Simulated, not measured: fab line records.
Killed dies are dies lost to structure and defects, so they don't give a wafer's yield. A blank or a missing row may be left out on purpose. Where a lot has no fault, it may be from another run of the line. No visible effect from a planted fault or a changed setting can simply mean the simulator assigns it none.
fab line records	flow n5Finfet
record: lots: 24	wafers: 72	lastDay: 18
route steps=1938 shown BEOL_M5@1171 BEOL_M6@1211 BEOL_M7@1298
lots that met no fault: from a run of the same line without faults
startH: the number of hours between the record's first day and the start of the first shown wafer of the lot	waitH: hours elapsed since this lot's preceding step	" identical to the entry in the row above	L1.1+2: one row covering several wafers at once	- no value, or no start was given	* or withheld: withheld	< > ~ a bound
route shown NAME@n: NAME is a module with steps in the file, n the number in the route of the first one	usual: the fault-free wafers' mean and standard deviation	same: alike in all rows	chamber/n: place in a boat	sites: the reading at each site	_std_site: their standard deviation	_edge_site: outer sites' mean less inner sites'	radiusMm: how far each site lies from the wafer's centre	mask NAME#n: copy n	behind: the last tool/chamber to shape the wafer	hold: cause of the lot's hold/its duration in hours/its outcome	device: the transistor (n, p or np) that didn't switch	end of line: the route-end tests of the same wafers	a step given without rows: its recipe and nothing more	killed: not the wafer's yield, but the dies lost to structure and defects at the first sort	map: per-die view of a wafer (x killed, . not killed, _ where there is no die)
set.NAME: the run value of the setting; set.NAME@STEP: its run value at that earlier step	model.NAME: the simulator's own value behind a step, which no gauge read
route steps across a sampled set of lots; one table per step, one row per wafer
services: when a tool's chamber went out of use (startH, in hours from the record's first day, below 0 if earlier), for how many hours, and the reason
== steps ==
step: N5_BEOL_M5_PRE_CLEAN_45
recipe: gas: H2/He	timeS: 30	tempC: 250
usual: heaterPowerW: 311/28
lot.wafer	tool	chamber	startH	waitH	heaterPowerW
L074.2	pvdSputter-03	-	175.05	0.0	293
L074.3	"	-	"	"	278
L074.5	"	-	"	"	308
L075.2	pvdSputter-01	-	189.96	0.0	352
L075.4	"	-	"	"	357
L075.6	"	-	"	"	343
L077.1	pvdSputter-03	-	193.46	0.0	299
L077.2	"	-	"	"	304
L077.3	"	-	"	"	308
L076.3	pvdSputter-01	-	196.04	0.0	345
L076.4	"	-	"	"	368
L076.6	"	-	"	"	355
L078.1	pvdSputter-03	-	199.15	0.0	299
L078.2	"	-	"	"	279
L078.5	"	-	"	"	277
L079.1	pvdSputter-03	-	207.93	0.0	268
L079.3	"	-	"	"	306
L079.5	"	-	"	"	299
L080.4	pvdSputter-03	-	210.26	0.0	295
L080.5	"	-	"	"	309
L080.6	"	-	"	"	279
L082.3	pvdSputter-01	-	221.86	0.0	345
L082.4	"	-	"	"	360
L082.6	"	-	"	"	352
L081.2	pvdSputter-03	-	222.47	0.0	304
L081.3	"	-	"	"	278
L081.4	"	-	"	"	303
L083.1	pvdSputter-02	-	232.09	0.0	331
L083.4	"	-	"	"	309
L083.5	"	-	"	"	277
L084.2	pvdSputter-01	-	232.50	0.0	372
L084.3	"	-	"	"	343
L084.6	"	-	"	"	356
L085.3	pvdSputter-03	-	248.17	0.0	303
L085.5	"	-	"	"	297
L085.6	"	-	"	"	301
L087.1	pvdSputter-03	-	261.35	0.0	294
L087.2	"	-	"	"	303
L087.5	"	-	"	"	307
L086.2	pvdSputter-03	-	261.61	0.0	293
L086.3	"	-	"	"	299
L086.6	"	-	"	"	277
L088.1	pvdSputter-03	-	261.96	0.0	291
L088.5	"	-	"	"	298
L088.6	"	-	"	"	299
L089.1	pvdSputter-02	-	273.66	0.0	315
L089.2	"	-	"	"	281
L089.6	"	-	"	"	328
L092.2	pvdSputter-03	-	278.66	0.0	306
L092.3	"	-	"	"	294
L092.6	"	-	"	"	298
L090.1	pvdSputter-03	-	278.82	0.0	311
L090.4	"	-	"	"	282
L090.5	"	-	"	"	305
L091.1	pvdSputter-01	-	283.46	0.0	354
L091.4	"	-	"	"	350
L091.5	"	-	"	"	347
L093.2	pvdSputter-03	-	295.77	0.0	301
L093.5	"	-	"	"	275
L093.6	"	-	"	"	306
L094.2	pvdSputter-01	-	311.05	0.0	354
L094.3	"	-	"	"	341
L094.4	"	-	"	"	340
L095.3	pvdSputter-02	-	314.36	0.0	277
L095.5	"	-	"	"	338
L095.6	"	-	"	"	272
L096.3	pvdSputter-02	-	314.86	0.0	341
L096.4	"	-	"	"	317
L096.5	"	-	"	"	342
L097.2	pvdSputter-03	-	317.24	0.0	301
L097.4	"	-	"	"	302
L097.5	"	-	"	"	281
step: N5_BEOL_M6_ETCH_61
recipe: chemistry: CF4	target: SiARC	targetDepthA: 455	maskMaterial: CAR-ArF	timeS: 75.8	ionEnergyEv: 80	pressureMtorr: 40	sourceW: 545	biasW: 36	Ar_flow_sccm: 100	cf4FlowSccm: 100	ends: cleared
usual: drypumpMotorCurrentA: 5.9/0.37	etchRfOnTimeS: 76.0/1.4	oesProductAu: 0.71/0.064	rfVppV: 184.3/1.1	showerheadPlenumPTorr: 2.16/0.057	throttleValvePct: 15.57/0.27
lot.wafer	tool	chamber	startH	waitH	drypumpMotorCurrentA	etchRfOnTimeS	oesProductAu	rfHoursCounterH	rfVppV	showerheadPlenumPTorr	throttleValvePct
L074.2	rieDiel-02	2	182.76	0.0	6.1	76.1	0.76	45	185.0	2.16	15.14
L074.3	"	1	"	"	5.5	77.2	0.61	209	184.9	2.22	16.08
L074.5	"	1	"	"	5.5	76.8	0.61	-	185.4	2.22	16.07
L075.2	rieDiel-01	3	199.53	0.0	5.3	74.3	0.74	33	183.5	2.28	15.71
L075.4	"	2	"	"	5.9	78.5	0.59	238	184.0	2.19	15.77
L075.6	"	0	"	"	6.1	74.4	0.73	-	185.9	2.26	15.47
L077.1	rieDiel-02	3	204.08	0.0	5.5	75.5	0.75	28	184.4	2.19	15.16
L077.2	"	2	"	"	6.2	74.9	0.75	52	184.0	2.16	15.14
L077.3	"	1	"	"	5.5	76.1	0.61	216	183.6	2.22	16.10
L076.3	rieDiel-02	2	206.00	0.0	6.2	78.0	0.72	53	186.3	2.16	15.15
L076.4	"	3	"	"	5.5	77.1	0.74	28	183.6	2.19	15.14
L076.6	"	2	"	"	6.2	77.5	0.73	-	184.2	2.16	15.14
L078.1	rieDiel-06	2	207.90	0.0	5.7	75.6	0.75	51	183.5	2.09	15.46
L078.2	"	0	"	"	6.2	74.6	0.75	37	183.2	2.10	15.67
L078.5	"	0	"	"	6.1	73.9	0.75	-	184.3	2.10	15.66
L079.1	rieDiel-06	2	217.54	0.0	5.7	75.6	0.73	55	184.0	2.09	15.46
L079.3	"	1	"	"	6.5	77.5	0.75	30	183.9	2.18	15.68
L079.5	"	1	"	"	6.5	77.5	0.75	-	185.0	2.18	15.67
L080.4	rieDiel-02	0	218.15	0.0	6.0	76.3	0.71	74	184.2	2.16	15.35
L080.5	"	2	"	"	6.2	76.4	0.73	-	183.7	2.15	15.17
L080.6	"	1	"	"	5.5	76.9	0.61	-	185.4	2.21	16.11
L082.3	rieDiel-06	3	230.35	0.0	5.4	77.8	0.57	224	184.6	2.12	15.99
L082.4	"	0	"	"	6.2	73.7	0.75	43	184.2	2.09	15.67
L082.6	"	2	"	"	5.7	74.4	0.73	-	183.3	2.09	15.48
L081.2	rieDiel-01	3	230.58	0.0	5.3	74.2	0.73	46	185.5	2.27	15.71
L081.3	"	1	"	"	6.0	77.0	0.79	15	182.6	2.09	15.31
L081.4	"	2	"	"	5.9	78.1	0.59	245	185.1	2.18	15.78
L084.2	rieDiel-06	2	242.24	0.0	5.7	74.9	0.73	63	183.7	2.09	15.47
L084.3	"	0	"	"	6.2	73.4	0.74	47	182.3	2.09	15.67
L084.6	"	3	"	"	5.3	77.3	0.57	-	183.0	2.12	16.00
L083.1	rieDiel-06	3	248.49	0.0	5.4	78.7	0.56	230	183.9	2.12	16.00
L083.4	"	2	"	"	5.7	76.0	0.72	66	183.6	2.09	15.49
L083.5	"	2	"	"	5.7	76.4	0.72	-	183.3	2.09	15.48
L085.3	rieDiel-06	1	256.17	0.0	6.5	75.8	0.74	43	184.9	2.17	15.68
L085.5	"	0	"	"	6.2	73.0	0.74	-	182.6	2.09	15.68
L085.6	"	3	"	"	5.4	77.5	0.57	-	185.0	2.12	16.01
L087.1	rieDiel-01	3	272.28	0.0	5.3	73.4	0.72	60	184.7	2.27	15.78
L087.2	"	0	"	"	6.0	74.6	0.69	83	185.6	2.25	15.50
L087.5	"	0	"	"	6.0	75.2	0.70	-	184.4	2.25	15.53
L088.1	rieDiel-01	1	273.90	0.0	6.1	77.0	0.76	31	183.9	2.09	15.35
L088.5	"	3	"	"	5.3	73.4	0.71	-	185.0	2.27	15.77
L088.6	"	2	"	"	5.9	74.7	0.87	-	183.6	2.18	15.31
L086.2	rieDiel-02	0	276.15	0.0	6.0	76.6	0.69	92	182.9	2.15	15.40
L086.3	"	2	"	"	6.2	76.2	0.72	78	185.4	2.15	15.20
L086.6	"	2	"	"	6.1	76.7	0.72	-	184.2	2.15	15.23
L089.1	rieDiel-06	3	282.72	0.0	5.4	78.4	0.56	243	183.7	2.11	16.03
L089.2	"	1	"	"	6.5	77.0	0.72	52	185.0	2.17	15.71
L089.6	"	2	"	"	5.7	75.3	0.71	-	181.9	2.08	15.51
L092.2	rieDiel-06	3	287.53	0.0	5.4	78.5	0.56	244	184.1	2.11	16.04
L092.3	"	2	"	"	5.7	75.0	0.71	79	182.5	2.08	15.51
L092.6	"	2	"	"	5.7	75.4	0.71	-	182.7	2.08	15.49
L090.1	rieDiel-06	0	287.79	0.0	6.2	73.6	0.72	64	184.1	2.09	15.72
L090.4	"	3	"	"	5.4	77.3	0.56	244	184.5	2.11	16.04
L090.5	"	2	"	"	5.7	74.8	0.71	-	183.0	2.08	15.50
L091.1	rieDiel-01	0	292.81	0.0	6.0	74.2	0.70	90	186.2	2.24	15.52
L091.4	"	3	"	"	5.3	74.2	0.71	67	185.1	2.26	15.78
L091.5	"	2	"	"	5.9	75.8	0.83	-	184.9	2.18	15.30
L093.2	rieDiel-06	1	304.67	0.0	6.5	76.8	0.71	60	184.8	2.16	15.73
L093.5	"	0	"	"	6.2	73.4	0.71	-	183.1	2.09	15.71
L093.6	"	2	"	"	5.7	75.8	0.71	-	184.5	2.08	15.52
L094.2	rieDiel-02	1	320.48	0.0	5.5	75.7	0.85	0	184.5	2.20	15.68
L094.3	"	2	"	"	6.2	75.9	0.70	95	183.5	2.14	15.23
L094.4	"	0	"	"	6.0	75.9	0.67	109	185.4	2.14	15.43
L095.3	rieDiel-01	0	322.76	0.0	6.0	74.5	0.68	103	184.0	2.24	15.56
L095.5	"	1	"	"	6.1	77.5	0.73	-	182.3	2.08	15.40
L095.6	"	0	"	"	6.0	74.5	0.68	-	185.2	2.24	15.55
L096.3	rieDiel-02	3	324.84	0.0	5.5	77.0	0.68	71	184.4	2.17	15.24
L096.4	"	2	"	"	6.2	76.3	0.69	96	184.0	2.14	15.24
L096.5	"	1	"	"	5.5	76.2	0.83	-	183.4	2.20	15.71
L097.2	rieDiel-02	1	327.30	0.0	5.5	76.2	0.82	3	185.4	2.20	15.71
L097.4	"	0	"	"	6.0	76.4	0.67	111	183.9	2.14	15.45
L097.5	"	0	"	"	6.0	76.8	0.66	-	183.7	2.14	15.44
step: N5_BEOL_M6_SURFACE_TREAT_79
recipe: gas: Ar	timeS: *	ionEnergyEv: *	ionCurrentMaCm2: 0.5	pressureMtorr: *	arFlowSccm: 30
usual: arFlowSccm: 30.00/0.085	throttleValvePct: *
lot.wafer	tool	chamber	startH	waitH	arFlowSccm	throttleValvePct
L074.2	pvdSputter-01	-	186.93	0.2	30.01	*
L074.3	"	-	"	"	29.96	*
L074.5	"	-	"	"	30.06	*
L075.2	pvdSputter-02	-	204.15	0.2	29.98	*
L075.4	"	-	"	"	29.97	*
L075.6	"	-	"	"	29.80	*
L077.1	pvdSputter-02	-	207.73	0.3	30.08	*
L077.2	"	-	"	"	30.01	*
L077.3	"	-	"	"	30.03	*
L076.3	pvdSputter-03	-	209.19	0.4	30.02	*
L076.4	"	-	"	"	30.04	*
L076.6	"	-	"	"	29.96	*
L078.1	pvdSputter-03	-	210.10	0.2	29.99	*
L078.2	"	-	"	"	30.05	*
L078.5	"	-	"	"	29.92	*
L079.1	pvdSputter-01	-	221.46	0.2	30.11	*
L079.3	"	-	"	"	29.89	*
L079.5	"	-	"	"	30.17	*
L080.4	pvdSputter-01	-	221.78	0.2	29.94	*
L080.5	"	-	"	"	29.88	*
L080.6	"	-	"	"	29.91	*
L081.2	pvdSputter-03	-	234.40	0.2	29.96	*
L081.3	"	-	"	"	30.05	*
L081.4	"	-	"	"	29.85	*
L082.3	pvdSputter-03	-	234.80	0.4	30.13	*
L082.4	"	-	"	"	30.00	*
L082.6	"	-	"	"	30.02	*
L084.2	pvdSputter-03	-	244.81	0.2	30.00	*
L084.3	"	-	"	"	29.94	*
L084.6	"	-	"	"	29.93	*
L083.1	pvdSputter-03	-	251.71	0.2	30.01	*
L083.4	"	-	"	"	29.93	*
L083.5	"	-	"	"	30.05	*
L085.3	pvdSputter-02	-	260.88	0.2	30.11	*
L085.5	"	-	"	"	30.05	*
L085.6	"	-	"	"	29.90	*
L088.1	pvdSputter-02	-	279.21	0.2	30.09	*
L088.5	"	-	"	"	29.96	*
L088.6	"	-	"	"	30.06	*
L086.2	pvdSputter-01	-	279.50	0.2	29.97	*
L086.3	"	-	"	"	30.15	*
L086.6	"	-	"	"	30.05	*
L087.1	pvdSputter-01	-	281.46	1.9	29.95	*
L087.2	"	-	"	"	29.86	*
L087.5	"	-	"	"	30.05	*
L089.1	pvdSputter-03	-	287.01	0.2	29.76	*
L089.2	"	-	"	"	29.95	*
L089.6	"	-	"	"	30.00	*
L090.1	pvdSputter-01	-	291.62	1.5	30.04	*
L090.4	"	-	"	"	29.97	*
L090.5	"	-	"	"	30.05	*
L092.2	pvdSputter-03	-	292.05	0.2	29.91	*
L092.3	"	-	"	"	30.05	*
L092.6	"	-	"	"	29.89	*
L091.1	pvdSputter-02	-	296.56	0.3	30.14	*
L091.4	"	-	"	"	30.12	*
L091.5	"	-	"	"	30.05	*
L093.2	pvdSputter-02	-	308.28	0.2	30.00	*
L093.5	"	-	"	"	29.95	*
L093.6	"	-	"	"	30.06	*
L095.3	pvdSputter-02	-	326.04	0.2	29.86	*
L095.5	"	-	"	"	30.06	*
L095.6	"	-	"	"	30.06	*
L094.2	pvdSputter-03	-	326.36	0.3	29.91	*
L094.3	"	-	"	"	30.05	*
L094.4	"	-	"	"	30.10	*
L096.3	pvdSputter-02	-	328.89	1.7	30.21	*
L096.4	"	-	"	"	29.91	*
L096.5	"	-	"	"	30.12	*
L097.2	pvdSputter-01	-	329.89	0.2	29.94	*
L097.4	"	-	"	"	29.92	*
L097.5	"	-	"	"	30.11	*
step: N5_BEOL_M7_INSPECT_30
recipe: mode: adi	inspectInstrument: brightfield
usual: rawDefectCount: 382/98
lot.wafer	tool	chamber	startH	waitH	rawDefectCount
L074.2	defectInspect-01	-	192.51	0.0	448
L074.3	"	-	"	"	409
L074.5	"	-	"	"	494
L075.2	defectInspect-02	-	209.14	0.0	434
L075.4	"	-	"	"	465
L075.6	"	-	"	"	405
L077.1	defectInspect-01	-	211.43	0.1	342
L077.2	"	-	"	"	405
L077.3	"	-	"	"	559
L078.1	defectInspect-01	-	215.44	0.1	290
L078.2	"	-	"	"	374
L078.5	"	-	"	"	354
L076.3	defectInspect-02	-	215.54	0.0	370
L076.4	"	-	"	"	304
L076.6	"	-	"	"	372
L079.1	defectInspect-01	-	229.42	0.1	309
L079.3	"	-	"	"	420
L079.5	"	-	"	"	405
L080.4	defectInspect-02	-	229.59	0.0	344
L080.5	"	-	"	"	329
L080.6	"	-	"	"	269
L081.2	defectInspect-02	-	241.13	0.0	396
L081.3	"	-	"	"	410
L081.4	"	-	"	"	373
L082.3	defectInspect-02	-	241.30	0.0	336
L082.4	"	-	"	"	361
L082.6	"	-	"	"	343
L084.2	defectInspect-01	-	250.22	0.0	334
L084.3	"	-	"	"	329
L084.6	"	-	"	"	329
L083.1	defectInspect-02	-	257.38	0.1	385
L083.4	"	-	"	"	453
L083.5	"	-	"	"	387
L085.3	defectInspect-01	-	272.19	0.0	325
L085.5	"	-	"	"	399
L085.6	"	-	"	"	493
L088.1	defectInspect-02	-	286.62	0.1	521
L088.5	"	-	"	"	318
L088.6	"	-	"	"	377
L087.1	defectInspect-01	-	286.66	0.1	374
L087.2	"	-	"	"	441
L087.5	"	-	"	"	478
L086.2	defectInspect-02	-	286.70	0.0	495
L086.3	"	-	"	"	271
L086.6	"	-	"	"	357
L089.1	defectInspect-02	-	291.22	0.1	305
L089.2	"	-	"	"	337
L089.6	"	-	"	"	343
L090.1	defectInspect-01	-	298.24	0.1	427
L090.4	"	-	"	"	544
L090.5	"	-	"	"	363
L092.2	defectInspect-02	-	298.32	0.0	307
L092.3	"	-	"	"	287
L092.6	"	-	"	"	355
L091.1	defectInspect-01	-	303.90	0.1	361
L091.4	"	-	"	"	428
L091.5	"	-	"	"	319
L093.2	defectInspect-01	-	315.71	0.0	545
L093.5	"	-	"	"	466
L093.6	"	-	"	"	431
L095.3	defectInspect-02	-	331.77	0.0	245
L095.5	"	-	"	"	322
L095.6	"	-	"	"	314
L094.2	defectInspect-02	-	331.94	0.0	318
L094.3	"	-	"	"	359
L094.4	"	-	"	"	336
L097.2	defectInspect-01	-	335.63	0.0	533
L097.4	"	-	"	"	519
L097.5	"	-	"	"	538
L096.3	defectInspect-02	-	335.80	0.0	339
L096.4	"	-	"	"	370
L096.5	"	-	"	"	299
step: N5_BEOL_M7_ETCH_66
recipe: chemistry: N2/H2	target: SOC	targetDepthA: 800	overetchA: 160	maskMaterial: SiARC	tempC: 40	timeS: 120	ionEnergyEv: 200	pressureMtorr: 30	sourceW: 840	biasW: 150	n2FlowSccm: 200	h2FlowSccm: 200
usual: drypumpMotorCurrentA: 5.6/0.4	oesProductAu: 0.61/0.058	rfVppV: 523.3/2.5	showerheadPlenumPTorr: 2.52/0.088	throttleValvePct: 17.75/0.29
lot.wafer	tool	chamber	startH	waitH	drypumpMotorCurrentA	oesProductAu	rfHoursCounterH	rfVppV	showerheadPlenumPTorr	throttleValvePct
L074.2	rieDiel-05	1	192.62	0.0	5.5	0.56	170	522.3	2.41	17.47
L074.3	"	3	"	"	5.4	0.63	82	523.3	2.55	17.82
L074.5	"	3	"	"	5.5	0.61	-	523.6	2.55	17.83
L075.2	rieDiel-03	2	209.26	0.0	5.9	0.54	225	520.4	2.41	17.85
L075.4	"	0	"	"	5.8	0.56	183	527.4	2.64	18.25
L075.6	"	0	"	"	5.8	0.55	-	526.1	2.64	18.25
L077.1	rieDiel-05	0	211.54	0.0	6.1	0.71	36	522.7	2.50	17.43
L077.2	"	2	"	"	5.8	0.56	148	523.7	2.54	18.06
L077.3	"	3	"	"	5.4	0.62	87	522.0	2.55	17.84
L078.1	rieDiel-03	2	215.66	0.0	5.9	0.54	227	518.9	2.41	17.85
L078.2	"	1	"	"	4.9	0.70	15	524.6	2.62	17.89
L078.5	"	1	"	"	4.9	0.71	-	526.6	2.62	17.91
L076.3	rieDiel-05	0	215.87	0.0	6.1	0.70	37	521.7	2.50	17.45
L076.4	"	2	"	"	5.8	0.57	150	524.4	2.54	18.06
L076.6	"	3	"	"	5.4	0.62	-	524.5	2.55	17.84
L079.1	rieDiel-05	3	230.06	0.0	5.4	0.61	92	523.4	2.55	17.85
L079.3	"	0	"	"	6.1	0.68	41	522.0	2.50	17.46
L079.5	"	1	"	"	5.5	0.56	-	522.0	2.41	17.51
L080.4	rieDiel-04	0	230.11	0.0	6.3	0.65	60	521.9	2.48	18.08
L080.5	"	3	"	"	5.4	0.64	-	528.7	2.71	17.39
L080.6	"	2	"	"	5.0	0.57	-	520.1	2.43	17.90
L081.2	rieDiel-03	0	241.25	0.0	5.8	0.54	193	526.1	2.64	18.30
L081.3	"	1	"	"	4.9	0.69	23	524.0	2.62	17.91
L081.4	"	2	"	"	6.0	0.53	235	519.3	2.41	17.87
L082.3	rieDiel-05	1	241.72	0.0	5.5	0.56	183	519.0	2.41	17.47
L082.4	"	2	"	"	5.8	0.56	156	521.8	2.54	18.05
L082.6	"	0	"	"	6.1	0.68	-	522.0	2.50	17.47
L084.2	rieDiel-04	3	250.33	0.0	5.4	0.64	55	526.2	2.70	17.40
L084.3	"	2	"	"	5.0	0.56	196	521.6	2.43	17.92
L084.6	"	3	"	"	5.4	0.63	-	528.0	2.70	17.40
L083.1	rieDiel-05	0	257.56	0.0	6.1	0.68	50	522.3	2.49	17.46
L083.4	"	3	"	"	5.4	0.61	101	523.4	2.54	17.86
L083.5	"	1	"	"	5.5	0.55	-	520.8	2.41	17.50
L085.3	rieDiel-03	2	272.53	0.0	6.0	0.52	246	519.9	2.40	17.89
L085.5	"	2	"	"	6.0	0.53	-	520.2	2.40	17.89
L085.6	"	3	"	"	5.9	0.65	-	526.5	2.55	17.48
L088.1	rieDiel-05	0	286.73	0.0	6.1	0.67	57	521.0	2.49	17.46
L088.5	"	1	"	"	5.5	0.55	-	520.8	2.41	17.50
L088.6	"	2	"	"	5.8	0.56	-	522.6	2.53	18.07
L087.1	rieDiel-05	2	287.13	0.0	5.8	0.56	168	524.5	2.53	18.08
L087.2	"	0	"	"	6.1	0.67	57	522.9	2.49	17.47
L087.5	"	0	"	"	6.1	0.67	-	521.3	2.49	17.48
L086.2	rieDiel-04	1	287.35	0.0	5.0	0.69	11	522.7	2.48	17.38
L086.3	"	0	"	"	6.3	0.62	78	521.3	2.48	18.13
L086.6	"	3	"	"	5.4	0.62	-	528.3	2.70	17.41
L089.1	rieDiel-05	1	291.33	0.0	5.5	0.55	194	520.2	2.40	17.51
L089.2	"	2	"	"	5.8	0.56	170	522.5	2.53	18.10
L089.6	"	0	"	"	6.1	0.67	-	522.7	2.49	17.47
L090.1	rieDiel-04	0	298.35	0.0	6.3	0.61	81	521.7	2.47	18.12
L090.4	"	2	"	"	5.0	0.56	210	519.7	2.42	17.96
L090.5	"	2	"	"	5.0	0.55	-	521.2	2.42	17.94
L092.2	rieDiel-03	0	298.43	0.0	5.8	0.55	212	524.7	2.63	18.31
L092.3	"	1	"	"	4.9	0.67	42	523.2	2.61	17.96
L092.6	"	0	"	"	5.8	0.53	-	525.4	2.63	18.32
L091.1	rieDiel-04	3	304.02	0.0	5.4	0.62	72	526.7	2.70	17.44
L091.4	"	0	"	"	6.3	0.62	83	521.2	2.47	18.11
L091.5	"	2	"	"	5.0	0.55	-	520.1	2.42	17.97
L093.2	rieDiel-05	1	315.82	0.0	5.5	0.55	204	522.2	2.40	17.52
L093.5	"	0	"	"	6.1	0.66	-	521.5	2.48	17.50
L093.6	"	1	"	"	5.5	0.55	-	520.5	2.40	17.52
L095.3	rieDiel-04	2	331.88	0.0	5.0	0.55	217	521.4	2.42	17.96
L095.5	"	1	"	"	5.0	0.66	-	521.0	2.47	17.42
L095.6	"	2	"	"	5.0	0.55	-	518.5	2.42	17.96
L094.2	rieDiel-05	0	332.34	0.0	6.1	0.65	75	522.6	2.48	17.50
L094.3	"	1	"	"	5.5	0.54	210	521.1	2.40	17.54
L094.4	"	2	"	"	5.8	0.55	185	524.5	2.52	18.11
L097.2	rieDiel-05	1	335.75	0.0	5.5	0.54	211	520.8	2.40	17.54
L097.4	"	2	"	"	5.8	0.54	186	522.7	2.52	18.12
L097.5	"	0	"	"	6.1	0.65	-	522.1	2.48	17.50
L096.3	rieDiel-03	2	336.28	0.0	6.0	0.73	8	528.3	2.72	17.48
L096.4	"	0	"	"	5.8	0.53	224	526.1	2.63	18.34
L096.5	"	2	"	"	6.0	0.73	-	529.5	2.72	17.48
step: N5_BEOL_M7_OCD_MEAS_38
usual: trenchDepthNm: 93.6/1.6
lot.wafer	tool	chamber	startH	waitH	trenchDepthNm
L074.2	ocd-01	-	192.97	-	95.8
L074.3	"	-	"	"	95.0
L074.5	"	-	"	"	96.1
L075.2	ocd-02	-	209.61	-	92.3
L075.4	"	-	"	"	89.7
L075.6	"	-	"	"	90.9
L077.1	ocd-02	-	211.89	-	94.2
L077.2	"	-	"	"	92.4
L077.3	"	-	"	"	94.4
L078.1	ocd-01	-	216.01	-	92.4
L078.2	"	-	"	"	96.3
L078.5	"	-	"	"	95.8
L076.3	ocd-02	-	216.23	-	92.8
L076.4	"	-	"	"	92.0
L076.6	"	-	"	"	94.7
L079.1	ocd-01	-	230.41	-	94.6
L079.3	"	-	"	"	92.3
L079.5	"	-	"	"	94.3
L080.4	ocd-01	-	230.47	-	95.2
L080.5	"	-	"	"	93.3
L080.6	"	-	"	"	92.8
L081.2	ocd-02	-	241.60	-	91.9
L081.3	"	-	"	"	97.3
L081.4	"	-	"	"	93.2
L082.3	ocd-02	-	242.07	-	94.7
L082.4	"	-	"	"	92.5
L082.6	"	-	"	"	93.5
L084.2	ocd-01	-	250.69	-	92.9
L084.3	"	-	"	"	92.5
L084.6	"	-	"	"	92.6
L083.1	ocd-01	-	257.91	-	92.9
L083.4	"	-	"	"	94.7
L083.5	"	-	"	"	93.3
L085.3	ocd-01	-	272.88	-	91.2
L085.5	"	-	"	"	92.2
L085.6	"	-	"	"	94.9
L088.1	ocd-02	-	287.08	-	94.0
L088.5	"	-	"	"	94.1
L088.6	"	-	"	"	92.4
L087.1	ocd-02	-	287.48	-	91.4
L087.2	"	-	"	"	92.6
L087.5	"	-	"	"	94.1
L086.2	ocd-01	-	287.70	-	96.4
L086.3	"	-	"	"	94.9
L086.6	"	-	"	"	94.4
L089.1	ocd-02	-	291.68	-	92.7
L089.2	"	-	"	"	91.8
L089.6	"	-	"	"	93.0
L090.1	ocd-01	-	298.70	-	95.0
L090.4	"	-	"	"	92.9
L090.5	"	-	"	"	93.2
L092.2	ocd-01	-	298.78	-	90.8
L092.3	"	-	"	"	96.9
L092.6	"	-	"	"	91.7
L091.1	ocd-02	-	304.37	-	93.1
L091.4	"	-	"	"	94.6
L091.5	"	-	"	"	92.6
L093.2	ocd-01	-	316.17	-	92.9
L093.5	"	-	"	"	92.5
L093.6	"	-	"	"	92.5
L095.3	ocd-02	-	332.24	-	93.5
L095.5	"	-	"	"	95.6
L095.6	"	-	"	"	93.6
L094.2	ocd-02	-	332.69	-	93.5
L094.3	"	-	"	"	93.1
L094.4	"	-	"	"	91.8
L097.2	ocd-02	-	336.10	-	94.7
L097.4	"	-	"	"	93.2
L097.5	"	-	"	"	94.2
L096.3	ocd-02	-	336.63	-	90.7
L096.4	"	-	"	"	89.5
L096.5	"	-	"	"	92.0
== services ==
tool	chamber	startH	hours	kind
pvdSputter-03	-	157.71	0.7	repair
rieDiel-03	2	161.67	4.7	repair
rieDiel-02	2	171.75	5.4	repair
rieDiel-01	1	172.90	-	clean
rieDiel-01	1	172.90	-	consumableReplace:focusRing
rieDiel-01	-	189.34	0.3	repair
rieDiel-04	-	199.56	1.0	repair
rieDiel-01	2	218.92	9.9	repair
rieDiel-02	0	219.88	3.8	repair
rieDiel-05	-	243.98	0.4	repair
rieDiel-05	1	248.26	8.4	repair
rieDiel-01	2	254.45	7.3	repair
rieDiel-05	-	265.91	4.3	pm
rieDiel-05	-	283.06	1.3	repair
rieDiel-02	1	302.20	-	clean
rieDiel-02	1	302.20	-	consumableReplace:focusRing
rieDiel-02	1	302.20	17.0	scheduledDown
rieDiel-02	1	302.20	17.0	ventCycle
rieDiel-06	3	303.32	-	clean
rieDiel-06	3	303.32	-	consumableReplace:focusRing
rieDiel-06	3	303.32	15.4	scheduledDown
rieDiel-06	3	303.32	15.4	ventCycle
rieDiel-04	2	310.40	11.5	repair
rieDiel-01	2	315.73	7.1	repair
== key ==
fault none
